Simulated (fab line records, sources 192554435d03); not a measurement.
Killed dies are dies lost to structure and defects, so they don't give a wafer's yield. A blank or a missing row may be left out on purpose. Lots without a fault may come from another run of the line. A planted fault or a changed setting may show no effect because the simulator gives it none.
fab line records | flow n5_finfet
record lots=24 wafers=72 last_day=19
route steps=1938 shown BEOL_M13@1689 BEOL_M14@1747
lots that met no fault: from a run of the same line without faults
start_h: hours from the record's first day to the start of the lot's first wafer shown | wait_h: hours since the lot's step before | " the same as in the row above | L1.1+2: a row that stands for several wafers | - no value, or no start given | * or withheld: withheld | < > ~ a bound
route shown NAME@n: a module of which the file shows steps, and the number in the route of the first | usual: mean/standard deviation of fault-free wafers | same: alike in all rows | chamber/n: place in a boat | sites: the reading at each site | _std_site: their standard deviation | _edge_site: outer sites' mean less inner sites' | radius_mm: how far each site lies from the wafer's centre | mask NAME#n: copy n | behind: the tool/chamber that last shaped the wafer | hold: why the lot was held/for how many hours/how that ended | device: the transistor (n, p or np) that didn't switch | end of line: the same wafers' tests at the end of the route | a step without rows: its recipe alone | killed: dies lost to structure and defects at the first sort, not the wafer's yield | map: a wafer's dies, x killed, . not, _ none there
set.NAME: the setting as run; set.NAME@STEP: as run at that earlier step | model.NAME: the simulator's own value behind a step, which no gauge read
steps of the route over a sample of lots; a table a step, a row a wafer
services: from which hour (start_h, from the record's first day; less than 0 if before it) a tool's chamber was out of use, for how many hours, and why
## steps
# step N5_BEOL_M13_CD_MEAS_28
# recipe target_cd_nm=209.5 landing_energy_ev=500 detector=se_inlens
# usual cd_nm=209.4/1.2
# columns lot.wafer tool chamber start_h wait_h cd_nm
L075.1 cd_sem-03 0 257.45 - 208.5
L075.2 " 0 " " 209.1
L075.6 " 0 " " 209.0
L074.2 cd_sem-03 0 264.68 - 208.5
L074.3 " 0 " " 208.9
L074.5 " 0 " " 209.1
L076.1 cd_sem-01 0 271.46 - 208.9
L076.3 " 0 " " 208.5
L076.6 " 0 " " 206.5
L080.2 cd_sem-01 0 285.20 - 210.2
L080.5 " 0 " " 212.1
L080.6 " 0 " " 208.6
L078.1 cd_sem-01 0 288.72 - 209.8
L078.3 " 0 " " 210.1
L078.5 " 0 " " 210.0
L077.1 cd_sem-02 0 291.14 - 210.6
L077.4 " 0 " " 210.8
L077.5 " 0 " " 210.5
L079.1 cd_sem-02 0 298.52 - 208.4
L079.4 " 0 " " 209.6
L079.6 " 0 " " 209.6
L081.1 cd_sem-01 0 317.31 - 208.3
L081.3 " 0 " " 208.1
L081.6 " 0 " " 209.1
L082.2 cd_sem-01 0 318.74 - 211.2
L082.4 " 0 " " 210.2
L082.5 " 0 " " 210.7
L083.1 cd_sem-01 0 329.10 - 209.2
L083.4 " 0 " " 210.3
L083.5 " 0 " " 210.3
L084.1 cd_sem-03 0 333.96 - 209.0
L084.5 " 0 " " 212.1
L084.6 " 0 " " 211.9
L086.1 cd_sem-03 0 349.49 - 209.6
L086.2 " 0 " " 209.4
L086.4 " 0 " " 208.7
L085.1 cd_sem-02 0 349.89 - 211.0
L085.4 " 0 " " 208.4
L085.5 " 0 " " 207.4
L088.2 cd_sem-03 0 359.38 - 212.1
L088.3 " 0 " " 209.1
L088.5 " 0 " " 209.5
L089.1 cd_sem-01 0 365.06 - 210.0
L089.3 " 0 " " 210.4
L089.4 " 0 " " 210.2
L087.1 cd_sem-01 0 367.84 - 209.6
L087.5 " 0 " " 208.9
L087.6 " 0 " " 209.5
L093.2 cd_sem-01 0 374.40 - 209.0
L093.3 " 0 " " 210.4
L093.5 " 0 " " 208.4
L091.1 cd_sem-03 0 378.03 - 207.0
L091.2 " 0 " " 208.0
L091.4 " 0 " " 209.1
L090.4 cd_sem-03 0 386.62 - 206.8
L090.5 " 0 " " 207.6
L090.6 " 0 " " 207.9
L092.4 cd_sem-01 0 395.01 - 209.0
L092.5 " 0 " " 208.9
L092.6 " 0 " " 208.4
L094.1 cd_sem-01 0 395.53 - 210.4
L094.2 " 0 " " 209.6
L094.3 " 0 " " 211.8
L095.1 cd_sem-03 0 395.93 - 207.7
L095.3 " 0 " " 208.7
L095.5 " 0 " " 208.8
L096.1 cd_sem-02 0 417.05 - 210.2
L096.5 " 0 " " 211.9
L096.6 " 0 " " 210.4
L097.1 cd_sem-01 0 434.11 - 210.3
L097.3 " 0 " " 208.7
L097.5 " 0 " " 207.5
# step N5_BEOL_M13_INSPECT_30
# recipe mode=adi inspect_instrument=macro
# usual raw_defect_count=1.9/1.4
# columns lot.wafer tool chamber start_h wait_h raw_defect_count
L075.1 defect_inspect-01 - 257.50 0.0 0
L075.2 " - " " 2
L075.6 " - " " 0
L074.2 defect_inspect-01 - 264.73 0.0 3
L074.3 " - " " 0
L074.5 " - " " 3
L076.1 defect_inspect-01 - 271.52 0.0 2
L076.3 " - " " 4
L076.6 " - " " 5
L080.2 defect_inspect-02 - 285.25 0.0 2
L080.5 " - " " 1
L080.6 " - " " 2
L078.1 defect_inspect-01 - 288.77 0.0 3
L078.3 " - " " 0
L078.5 " - " " 0
L077.1 defect_inspect-02 - 291.19 0.0 3
L077.4 " - " " 3
L077.5 " - " " 2
L079.1 defect_inspect-01 - 298.57 0.0 2
L079.4 " - " " 5
L079.6 " - " " 2
L081.1 defect_inspect-02 - 317.36 0.0 1
L081.3 " - " " 0
L081.6 " - " " 2
L082.2 defect_inspect-02 - 318.80 0.0 1
L082.4 " - " " 2
L082.5 " - " " 0
L083.1 defect_inspect-01 - 329.15 0.0 5
L083.4 " - " " 1
L083.5 " - " " 1
L084.1 defect_inspect-01 - 334.02 0.0 3
L084.5 " - " " 3
L084.6 " - " " 0
L086.1 defect_inspect-02 - 349.54 0.0 4
L086.2 " - " " 1
L086.4 " - " " 1
L085.1 defect_inspect-02 - 349.95 0.0 4
L085.4 " - " " 2
L085.5 " - " " 1
L088.2 defect_inspect-01 - 359.43 0.0 2
L088.3 " - " " 3
L088.5 " - " " 0
L089.1 defect_inspect-01 - 365.12 0.0 3
L089.3 " - " " 1
L089.4 " - " " 2
L087.1 defect_inspect-01 - 367.90 0.0 4
L087.5 " - " " 0
L087.6 " - " " 4
L093.2 defect_inspect-01 - 374.46 0.0 1
L093.3 " - " " 1
L093.5 " - " " 0
L091.1 defect_inspect-02 - 378.08 0.0 5
L091.2 " - " " 0
L091.4 " - " " 1
L090.4 defect_inspect-02 - 386.67 0.0 2
L090.5 " - " " 1
L090.6 " - " " 1
L092.4 defect_inspect-02 - 395.06 0.0 2
L092.5 " - " " 0
L092.6 " - " " 2
L094.1 defect_inspect-02 - 395.59 0.0 1
L094.2 " - " " 2
L094.3 " - " " 2
L095.1 defect_inspect-01 - 395.98 0.0 6
L095.3 " - " " 4
L095.5 " - " " 1
L096.1 defect_inspect-01 - 417.11 0.0 6
L096.5 " - " " 1
L096.6 " - " " 1
L097.1 defect_inspect-02 - 434.16 0.0 1
L097.3 " - " " 3
L097.5 " - " " 2
# step N5_BEOL_M13_TRENCH_ETCH_34
# recipe chemistry=C4F8/O2/Ar target=SiOC target_depth_a=4134.7 mask_material=SOC pressure_mtorr=30 source_w=3000 bias_w=700 Ar_flow_sccm=400 C4F8_flow_sccm=15 O2_flow_sccm=8 he_inner_torr=15 he_outer_torr=30 time_s=162.6 ion_energy_ev=250
# usual chamber_pressure_mTorr=30.00/0.03 drypump_motor_current_A=5.6/0.4 oes_product_au=0.78/0.082 rf_fwd_power_W=2989/8.9 rf_vpp_V=664.9/2.6 showerhead_plenum_p_Torr=3.40/0.09 throttle_valve_pct=24.21/0.28
# columns lot.wafer tool chamber start_h wait_h chamber_pressure_mTorr drypump_motor_current_A oes_product_au rf_fwd_power_W rf_hours_counter_h rf_vpp_V showerhead_plenum_p_Torr throttle_valve_pct
L075.1 rie_diel-06 0 257.94 0.0 30.03 5.2 0.78 2987 130 661.9 3.32 24.58
L075.2 " 2 " " 30.04 5.6 0.73 2970 195 669.1 3.56 24.38
L075.6 " 1 " " 29.94 6.5 0.67 2994 - 664.9 3.34 24.10
L074.2 rie_diel-02 2 265.17 0.0 29.95 6.1 0.73 2995 183 665.1 3.38 24.06
L074.3 " 1 " " 29.97 5.6 0.81 2991 72 663.1 3.31 24.19
L074.5 " 0 " " 30.00 5.1 0.69 3000 - 668.5 3.55 24.72
L076.1 rie_diel-02 3 271.95 0.0 30.04 5.7 0.89 2976 24 663.3 3.32 23.92
L076.3 " 1 " " 30.03 5.6 0.81 3000 74 663.2 3.30 24.17
L076.6 " 1 " " 29.94 5.6 0.81 2995 - 664.1 3.30 24.19
L080.2 rie_diel-05 1 285.93 0.0 29.98 5.6 0.69 2994 239 667.2 3.48 24.02
L080.5 " 3 " " 30.01 5.1 0.94 3002 - 663.0 3.39 24.36
L080.6 " 0 " " 30.00 5.2 0.82 2999 - 662.4 3.34 24.01
L078.1 rie_diel-02 2 289.21 0.0 30.01 6.0 0.72 2979 191 664.3 3.38 24.07
L078.3 " 3 " " 30.00 5.6 0.89 2987 30 662.4 3.32 23.90
L078.5 " 0 " " 29.99 5.1 0.68 3005 - 668.2 3.55 24.74
L077.1 rie_diel-06 3 291.63 0.0 29.99 5.7 0.70 2985 214 667.2 3.50 24.28
L077.4 " 0 " " 30.00 5.1 0.77 2969 - 662.8 3.32 24.57
L077.5 " 2 " " 29.95 5.6 0.73 2991 - 669.1 3.55 24.42
L079.1 rie_diel-06 3 299.12 0.0 30.01 5.6 0.70 2996 217 668.6 3.50 24.28
L079.4 " 0 " " 30.02 5.1 0.77 2972 - 662.1 3.32 24.57
L079.6 " 2 " " 30.00 5.7 0.72 2980 - 668.8 3.55 24.40
L081.1 rie_diel-06 3 318.05 0.0 29.98 5.7 0.70 2994 223 667.4 3.50 24.31
L081.3 " 1 " " 29.95 6.5 0.95 2991 4 663.1 3.33 23.83
L081.6 " 0 " " 30.00 5.2 0.76 2980 - 661.0 3.31 24.59
L082.2 rie_diel-05 1 319.30 0.0 30.00 5.6 0.69 2993 247 667.2 3.48 24.03
L082.4 " 2 " " 29.97 6.2 0.80 2994 93 665.9 3.44 23.86
L082.5 " 0 " " 29.99 5.2 0.80 2995 - 662.7 3.34 24.01
L083.1 rie_diel-05 2 329.59 0.0 29.98 6.2 0.79 2987 97 667.8 3.44 23.87
L083.4 " 1 " " 30.01 5.6 0.67 2974 - 667.4 3.48 24.04
L083.5 " 0 " " 29.97 5.2 0.79 2990 - 662.5 3.33 24.03
L084.1 rie_diel-02 0 334.45 0.0 30.04 5.1 0.67 3001 228 668.0 3.54 24.76
L084.5 " 2 " " 30.01 6.1 0.71 2974 - 663.6 3.37 24.08
L084.6 " 1 " " 30.03 5.6 0.80 2981 - 662.1 3.30 24.20
L086.1 rie_diel-02 1 350.07 0.0 30.02 5.7 0.79 3004 97 662.6 3.29 24.22
L086.2 " 2 " " 29.97 6.1 0.72 2985 209 663.8 3.37 24.09
L086.4 " 0 " " 30.00 5.1 0.67 2990 234 667.0 3.54 24.76
L085.1 rie_diel-06 2 350.38 0.0 30.06 5.6 0.71 2986 227 667.9 3.54 24.43
L085.4 " 3 " " 30.03 5.7 0.68 2996 - 668.3 3.49 24.29
L085.5 " 0 " " 30.01 5.1 0.75 2987 - 661.2 3.31 24.61
L088.2 rie_diel-06 2 360.10 0.0 29.98 5.6 0.71 2988 230 668.2 3.54 24.42
L088.3 " 0 " " 30.02 5.2 0.75 2980 163 661.5 3.31 24.61
L088.5 " 0 " " 29.96 5.1 0.75 2981 - 662.4 3.31 24.60
L089.1 rie_diel-02 2 365.79 0.0 29.94 6.0 0.72 2991 215 665.5 3.36 24.10
L089.3 " 3 " " 29.95 5.6 0.85 3007 54 663.3 3.31 23.95
L089.4 " 1 " " 30.00 5.7 0.79 2993 102 662.3 3.29 24.21
L087.1 rie_diel-02 3 368.34 0.0 30.00 5.7 0.85 2961 55 662.9 3.31 23.93
L087.5 " 0 " " 29.97 5.1 0.67 2982 - 669.1 3.54 24.76
L087.6 " 3 " " 29.98 5.7 0.85 2980 - 664.0 3.31 23.94
L093.2 rie_diel-05 0 374.89 0.0 30.03 5.3 0.78 3003 138 662.9 3.32 24.05
L093.3 " 3 " " 30.04 5.1 0.88 2994 38 662.8 3.37 24.39
L093.5 " 1 " " 30.12 5.6 0.95 2991 - 667.5 3.47 23.81
L091.1 rie_diel-05 0 378.52 0.0 29.98 5.3 0.78 2995 139 661.7 3.32 24.05
L091.2 " 2 " " 29.99 6.2 0.78 2984 115 666.9 3.43 23.87
L091.4 " 3 " " 30.02 5.1 0.88 2996 39 664.0 3.37 24.39
L090.4 rie_diel-06 2 387.11 0.0 30.04 5.6 0.70 2982 238 667.1 3.54 24.44
L090.5 " 2 " " 29.99 5.6 0.70 2996 - 667.8 3.54 24.44
L090.6 " 1 " " 30.02 6.5 0.90 3003 - 663.8 3.32 23.83
L092.4 rie_diel-06 2 395.49 0.0 30.00 5.7 0.69 2989 239 667.2 3.54 24.43
L092.5 " 3 " " 29.96 5.6 0.68 2994 - 667.2 3.48 24.33
L092.6 " 0 " " 30.01 5.2 0.74 2982 - 660.6 3.30 24.62
L094.1 rie_diel-05 2 396.54 0.0 29.99 6.2 0.78 2996 121 664.5 3.43 23.91
L094.2 " 0 " " 29.97 5.2 0.78 3006 145 661.7 3.32 24.05
L094.3 " 1 " " 29.93 5.6 0.92 2992 15 667.2 3.47 23.83
L095.1 rie_diel-06 1 396.94 0.0 29.99 6.6 0.89 3004 22 663.3 3.32 23.83
L095.3 " 0 " " 29.99 5.2 0.74 2984 173 662.6 3.30 24.61
L095.5 " 1 " " 30.00 6.5 0.88 2991 - 662.9 3.32 23.84
L096.1 rie_diel-05 0 417.55 0.0 30.00 5.2 0.76 2983 151 662.3 3.32 24.06
L096.5 " 0 " " 29.98 5.2 0.76 2985 - 661.3 3.32 24.08
L096.6 " 3 " " 29.96 5.1 0.86 2993 - 663.4 3.37 24.40
L097.1 rie_diel-05 0 434.75 0.0 29.98 5.3 0.77 2986 157 662.5 3.31 24.07
L097.3 " 2 " " 29.92 6.2 0.77 2982 132 665.9 3.42 23.91
L097.5 " 3 " " 30.01 5.1 0.86 2998 - 663.7 3.36 24.41
# step N5_BEOL_M13_ANNEAL_48
# recipe temp_c=225 time_s=90 ambient=N2
# usual wafer_temp_C_max=226.17/0.29
# columns lot.wafer tool chamber start_h wait_h wafer_temp_C_max
L075.1 rtp_anneal-01 0 259.88 0.1 226.01
L075.2 " 0 " " 225.63
L075.6 " 0 " " 225.93
L074.2 rtp_anneal-02 0 268.73 0.3 226.27
L074.3 " 0 " " 226.55
L074.5 " 0 " " 226.16
L076.1 rtp_anneal-02 0 277.08 0.6 226.79
L076.3 " 0 " " 225.99
L076.6 " 0 " " 226.57
L080.2 rtp_anneal-02 0 287.72 0.2 226.05
L080.5 " 0 " " 226.24
L080.6 " 0 " " 226.10
L078.1 rtp_anneal-02 0 295.16 0.4 226.07
L078.3 " 0 " " 226.60
L078.5 " 0 " " 226.50
L077.1 rtp_anneal-02 0 295.43 0.3 226.64
L077.4 " 0 " " 226.11
L077.5 " 0 " " 226.13
L079.1 rtp_anneal-01 0 305.12 0.9 226.02
L079.4 " 0 " " 226.29
L079.6 " 0 " " 226.05
L081.1 rtp_anneal-01 0 320.00 0.1 226.17
L081.3 " 0 " " 226.00
L081.6 " 0 " " 226.00
L082.2 rtp_anneal-01 0 323.78 0.5 225.71
L082.4 " 0 " " 225.66
L082.5 " 0 " " 225.95
L083.1 rtp_anneal-02 0 333.17 0.4 225.83
L083.4 " 0 " " 226.16
L083.5 " 0 " " 226.41
L084.1 rtp_anneal-01 0 336.94 0.1 225.68
L084.5 " 0 " " 225.91
L084.6 " 0 " " 225.92
L086.1 rtp_anneal-01 0 351.08 0.1 225.87
L086.2 " 0 " " 226.02
L086.4 " 0 " " 225.91
L085.1 rtp_anneal-01 0 356.57 0.1 226.17
L085.4 " 0 " " 226.15
L085.5 " 0 " " 226.11
L088.2 rtp_anneal-02 0 362.54 0.5 226.24
L088.3 " 0 " " 226.68
L088.5 " 0 " " 226.34
L089.1 rtp_anneal-01 0 372.55 0.5 226.25
L089.3 " 0 " " 226.22
L089.4 " 0 " " 225.91
L087.1 rtp_anneal-02 0 373.57 0.8 226.26
L087.5 " 0 " " 225.68
L087.6 " 0 " " 225.94
L093.2 rtp_anneal-02 0 376.17 0.2 226.39
L093.3 " 0 " " 226.33
L093.5 " 0 " " 226.28
L091.1 rtp_anneal-02 0 380.91 0.1 226.44
L091.2 " 0 " " 226.49
L091.4 " 0 " " 226.25
L090.4 rtp_anneal-01 0 393.32 0.8 225.96
L090.5 " 0 " " 225.77
L090.6 " 0 " " 226.18
L092.4 rtp_anneal-02 0 397.16 0.4 226.81
L092.5 " 0 " " 226.34
L092.6 " 0 " " 226.70
L094.1 rtp_anneal-01 0 400.03 0.1 226.32
L094.2 " 0 " " 225.74
L094.3 " 0 " " 226.38
L095.1 rtp_anneal-02 0 400.72 0.4 226.51
L095.3 " 0 " " 226.15
L095.5 " 0 " " 226.49
L096.1 rtp_anneal-01 0 419.62 0.8 226.16
L096.5 " 0 " " 226.25
L096.6 " 0 " " 226.40
L097.1 rtp_anneal-02 0 436.61 0.7 226.07
L097.3 " 0 " " 225.96
L097.5 " 0 " " 226.47
# step N5_BEOL_M13_RS_MEAS_54
# recipe thk_meas_gauge=four-point-probe reads=Cu_of_BEOL_M13_ECD_47+Ta_of_BEOL_M13_SPUTTER_44+TaN_of_BEOL_M13_SPUTTER_43
# usual M13_RS=0.0452/0.00082
# columns lot.wafer tool chamber start_h wait_h M13_RS[ohm/sq]
L075.1 film_metro-01 - 260.60 0.0 0.0443
L075.2 " - " " 0.0457
L075.6 " - " " 0.0459
L074.2 film_metro-02 - 269.40 0.1 0.0457
L074.3 " - " " 0.0450
L074.5 " - " " 0.0461
L076.1 film_metro-02 - 277.81 0.0 0.0444
L076.3 " - " " 0.0456
L076.6 " - " " 0.0450
L080.2 film_metro-01 - 288.40 0.1 0.0455
L080.5 " - " " 0.0444
L080.6 " - " " 0.0437
L078.1 film_metro-02 - 295.88 0.0 0.0454
L078.3 " - " " 0.0436
L078.5 " - " " 0.0460
L077.1 film_metro-01 - 296.16 0.0 0.0458
L077.4 " - " " 0.0445
L077.5 " - " " 0.0450
L079.1 film_metro-01 - 305.85 0.0 0.0455
L079.4 " - " " 0.0446
L079.6 " - " " 0.0461
L081.1 film_metro-02 - 320.72 0.0 0.0453
L081.3 " - " " 0.0438
L081.6 " - " " 0.0441
L082.2 film_metro-02 - 324.47 0.1 0.0457
L082.4 " - " " 0.0452
L082.5 " - " " 0.0448
L083.1 film_metro-02 - 333.89 0.0 0.0455
L083.4 " - " " 0.0467
L083.5 " - " " 0.0456
L084.1 film_metro-02 - 337.66 0.0 0.0458
L084.5 " - " " 0.0459
L084.6 " - " " 0.0450
L086.1 film_metro-02 - 351.80 0.0 0.0447
L086.2 " - " " 0.0454
L086.4 " - " " 0.0460
L085.1 film_metro-02 - 357.29 0.0 0.0455
L085.4 " - " " 0.0464
L085.5 " - " " 0.0448
L088.2 film_metro-01 - 363.22 0.1 0.0458
L088.3 " - " " 0.0452
L088.5 " - " " 0.0451
L089.1 film_metro-02 - 373.27 0.0 0.0451
L089.3 " - " " 0.0435
L089.4 " - " " 0.0446
L087.1 film_metro-01 - 374.30 0.0 0.0439
L087.5 " - " " 0.0463
L087.6 " - " " 0.0439
L093.2 film_metro-02 - 376.84 0.1 0.0446
L093.3 " - " " 0.0444
L093.5 " - " " 0.0447
L091.1 film_metro-02 - 381.64 0.0 0.0446
L091.2 " - " " 0.0450
L091.4 " - " " 0.0447
L090.4 film_metro-01 - 393.93 0.1 0.0459
L090.5 " - " " 0.0460
L090.6 " - " " 0.0443
L092.4 film_metro-02 - 397.76 0.0 0.0462
L092.5 " - " " 0.0461
L092.6 " - " " 0.0442
L094.1 film_metro-01 - 400.78 0.1 0.0448
L094.2 " - " " 0.0447
L094.3 " - " " 0.0447
L095.1 film_metro-01 - 401.47 0.1 0.0448
L095.3 " - " " 0.0454
L095.5 " - " " 0.0453
L096.1 film_metro-01 - 420.34 0.0 0.0453
L096.5 " - " " 0.0457
L096.6 " - " " 0.0451
L097.1 film_metro-02 - 437.33 0.0 0.0442
L097.3 " - " " 0.0446
L097.5 " - " " 0.0441
# step N5_BEOL_M14_OVL_MEAS_29
# recipe points_per_wafer=44
# usual M14_OVL=-2/5.2
# columns lot.wafer tool chamber start_h wait_h M14_OVL[nm]
L075.1 overlay-02 0 262.17 0.0 1
L075.2 " 0 " " -1
L075.6 " 0 " " 2
L074.2 overlay-01 0 270.97 0.0 -2
L074.3 " 0 " " 6
L074.5 " 0 " " -1
L076.1 overlay-01 0 279.42 0.0 2
L076.3 " 0 " " -1
L076.6 " 0 " " -2
L080.2 overlay-02 0 290.04 0.0 2
L080.5 " 0 " " 1
L080.6 " 0 " " 3
L078.1 overlay-02 0 297.32 0.0 8
L078.3 " 0 " " 3
L078.5 " 0 " " -2
L077.1 overlay-01 0 297.60 0.0 -4
L077.4 " 0 " " -7
L077.5 " 0 " " -1
L079.1 overlay-01 0 307.29 0.0 2
L079.4 " 0 " " -8
L079.6 " 0 " " -6
L081.1 overlay-01 0 322.32 0.0 -11
L081.3 " 0 " " -13
L081.6 " 0 " " -9
L082.2 overlay-02 0 326.14 0.0 -10
L082.4 " 0 " " -12
L082.5 " 0 " " -2
L083.1 overlay-01 0 335.58 0.0 -2
L083.4 " 0 " " 3
L083.5 " 0 " " -7
L084.1 overlay-01 0 339.22 0.0 6
L084.5 " 0 " " 5
L084.6 " 0 " " -1
L086.1 overlay-01 0 353.34 0.0 0
L086.2 " 0 " " -4
L086.4 " 0 " " -5
L085.1 overlay-02 0 360.17 0.0 -3
L085.4 " 0 " " 0
L085.5 " 0 " " 0
L088.2 overlay-02 0 364.70 0.0 -8
L088.3 " 0 " " -10
L088.5 " 0 " " -2
L089.1 overlay-02 0 374.80 0.0 -8
L089.3 " 0 " " -7
L089.4 " 0 " " -5
L087.1 overlay-02 0 376.50 0.0 2
L087.5 " 0 " " 4
L087.6 " 0 " " -1
L093.2 overlay-01 0 378.40 0.0 0
L093.3 " 0 " " 7
L093.5 " 0 " " 2
L091.1 overlay-01 0 383.21 0.0 -7
L091.2 " 0 " " -8
L091.4 " 0 " " -12
L090.4 overlay-01 0 395.45 0.0 3
L090.5 " 0 " " -4
L090.6 " 0 " " -4
L092.4 overlay-02 0 399.57 0.0 -7
L092.5 " 0 " " -6
L092.6 " 0 " " -5
L094.1 overlay-02 0 402.36 0.0 8
L094.2 " 0 " " 11
L094.3 " 0 " " 5
L095.1 overlay-01 0 403.17 0.0 -8
L095.3 " 0 " " -3
L095.5 " 0 " " -6
L096.1 overlay-01 0 421.77 0.0 -4
L096.5 " 0 " " -7
L096.6 " 0 " " 0
L097.1 overlay-02 0 439.50 0.0 2
L097.3 " 0 " " -6
L097.5 " 0 " " 5
## services
# columns tool chamber start_h hours kind
rie_diel-02 - 257.56 0.3 repair
rie_diel-05 2 260.27 5.0 repair
rie_diel-02 0 271.01 5.8 repair
rie_diel-06 1 271.31 - clean
rie_diel-06 1 271.31 - consumable_replace:focus_ring
rie_diel-06 1 271.31 32.9 scheduled_down
rie_diel-06 1 271.31 32.9 vent_cycle
rie_diel-06 - 295.07 0.1 repair
rie_diel-05 3 319.91 10.7 repair
rie_diel-02 1 328.63 4.6 repair
rie_diel-05 1 330.59 - clean
rie_diel-05 1 330.59 - consumable_replace:focus_ring
rie_diel-02 0 358.37 6.8 repair
rie_diel-05 - 361.43 1.6 repair
rie_diel-02 - 370.37 2.8 pm
rie_diel-06 3 406.45 - clean
rie_diel-06 3 406.45 - consumable_replace:focus_ring
rie_diel-06 3 406.45 24.5 scheduled_down
rie_diel-06 3 406.45 24.5 vent_cycle
rie_diel-06 1 410.30 9.1 repair
rie_diel-06 2 430.93 - clean
rie_diel-06 2 430.93 - consumable_replace:focus_ring
rie_diel-06 2 430.93 16.6 scheduled_down
rie_diel-06 2 430.93 16.6 vent_cycle
## key
fault none
